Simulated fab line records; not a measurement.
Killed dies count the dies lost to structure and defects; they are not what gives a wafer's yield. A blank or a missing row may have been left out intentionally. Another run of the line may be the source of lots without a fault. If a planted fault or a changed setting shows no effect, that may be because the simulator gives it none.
Matching of chambers | flow nandHarc | 4 sister chambers for NHARC_P_ZERO_WELL_DESCUM_39 on rieDiel-04
The step chemistry O2, time 3 s. 4 wafers are shown with their chamber, then 7 later ones without.

== WAFERS WITH THEIR CHAMBER ==
wafer  | chamber | rfVppV (V)
L337.1 | 0       | 56.4
L337.5 | 2       | 56.6
L350.1 | 1       | 57.8
L350.2 | 3       | 58.8

== WAFERS WHOSE CHAMBER IS MISSING ==
wafer  | rfVppV (V)
L350.4 | 56.2
L352.1 | 58.4
L352.3 | 56.9
L352.4 | 57.7
L353.4 | 56.8
L353.5 | 59.3
L353.6 | 57.7

== EACH ONE'S CHAMBER ==
wafer  | from the rows above     | in truth
L350.4 | can't be placed: 0 or 2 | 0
L352.1 | can't be placed: 3 or 1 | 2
L352.3 | can't be placed: 2 or 0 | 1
L352.4 | 1                       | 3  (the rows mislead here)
L353.4 | can't be placed: 2 or 0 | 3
L353.5 | 3                       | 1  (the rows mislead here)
L353.6 | 1                       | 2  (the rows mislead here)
Correctly placed: 0 of 7. Can't be placed from these rows: 4 (the true chamber is among the candidates in 1). Placed wrongly: 3.
How it was worked out, from the rows above alone: a wafer's distance from a chamber is the root of the sum, over the readings, of the square of ((its reading less the chamber's mean) divided by the reading's scatter). The wafer belongs to the nearest chamber; if the next one is less than 2 further off, it can't be placed. For every chamber, the mean is computed from those of its wafers that are shown. The scatter: with one shown wafer a chamber, the root of the mean of the squares of how far each hidden wafer lies from its nearest shown one.
